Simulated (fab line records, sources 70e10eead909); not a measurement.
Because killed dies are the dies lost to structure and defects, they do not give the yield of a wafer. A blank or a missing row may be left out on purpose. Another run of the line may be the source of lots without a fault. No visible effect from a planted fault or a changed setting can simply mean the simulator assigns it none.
The same fault as seen by 3 desks | flow nand-harc | only its own numbers are on each desk; what lay behind them is given at the end

THE DEFECT DESK
For each lot, the counts of the inspections along the route, averaged over the sampled wafers that have a number. A lot is out of limits, marked OUT, if its mean lies more than 4 standard deviations from the usual mean; the brackets give that distance.
Columns: A = raw-defect-count at NHARC_A_BLC_INSPECT_28, usual 438; B = raw-defect-count at NHARC_A_M0_INSPECT_11, usual 31
lot  | first seen here | A   | B
L729 | day 18 02:57    | 553 | 9
L727 | day 18 03:47    | 392 | 9
L733 | day 18 22:34    | 506 | 26
L736 | day 19 23:27    | 239 | 37
L743 | day 21 18:59    | 522 | 35
L746 | day 22 05:34    | 366 | 50
This desk's verdict: no lot among the 6 shows anything out of limits.

METROLOGY DESK
Means of the sampled wafers that have a number, per lot and without regard to the tool the lot ran on: this is what the gauges read. A lot is out of limits, marked OUT, if its mean lies more than 4 standard deviations from the usual mean; the brackets give that distance.
Columns: A = cd-nm at NHARC_A_M0_CD_MEAS_09, usual 80.4 nm; B = overlay-x-nm at NHARC_A_M0_OVL_MEAS_10, usual 0.1 nm; C = overlay-y-nm at NHARC_A_M0_OVL_MEAS_10, usual -0.1 nm; D = cd-nm at NHARC_A_M0_CD_MEAS_16, usual 80.6 nm
lot  | first seen here | A    | B    | C    | D
L729 | day 18 03:52    | 81.3 | -0.1 | 0.4  | 81.8
L727 | day 18 04:34    | 81.4 | -0.4 | -0.9 | 81.4
L733 | day 18 23:28    | 79.2 | -1.1 | -1.1 | 79.1
L736 | day 20 00:23    | 79.0 | -0.9 | 0.8  | 78.2
L743 | day 21 19:53    | 78.9 | 0.2  | -0.8 | 79.0
L746 | day 22 06:46    | 79.8 | 0.7  | -0.5 | 80.6
This desk's verdict: no lot among the 6 shows anything out of limits.

TOOL OWNER'S DESK, litho-track-06
The tool's own readings at NHARC_A_M0_PEB_07 (peb time 65 s): means of the sampled wafers that have a number, for each lot that ran on this tool. A lot is out of limits, marked OUT, if its mean lies more than 4 standard deviations from the usual mean; the brackets give that distance.
Columns: A = exhaust-pa at NHARC_A_M0_PEB_07, usual 44.8 Pa; B = heater-power-total-W at NHARC_A_M0_PEB_07, usual 156.6 W; C = plate-temp-C at NHARC_A_M0_PEB_07, usual 99.97 C
lot  | first seen here | A    | B                | C
L729 | day 18 03:47    | 43.7 | 156.6            | 99.90
L727 | day 18 04:29    | 44.9 | 156.6            | 100.11
L733 | day 18 23:23    | 45.0 | 154.8 (-4.2) OUT | 99.54
L736 | day 20 00:18    | 43.9 | 155.2            | 99.35 (-4.4) OUT
This desk's finding: out of limits on L733, L736; first on L733, day 18 23:23 (heater-power-total-W at NHARC_A_M0_PEB_07). Within limits: L729, L727.

TAKEN TOGETHER
The tool owner's desk had the chance to raise an alarm at day 18 23:23 on L733, L736.
Nothing out of limits was seen by the defect desk.
From the metrology desk's view, nothing was out of limits.
The defect desk has L733, L736 on record, within its limits.
The metrology desk holds a record of L733, L736, inside its limits.
Every lot named ran NHARC_A_M0_PEB_07 on litho-track-06.

WHAT THE SIMULATOR HAD PUT IN
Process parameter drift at NHARC_A_M0_PEB_07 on litho-track-06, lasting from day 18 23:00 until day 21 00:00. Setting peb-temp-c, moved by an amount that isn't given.
Lots struck among those shown: L733, L736.
How many hours passed from the start of the fault until each desk's first out-of-limits reading: the tool owner's desk, 0.
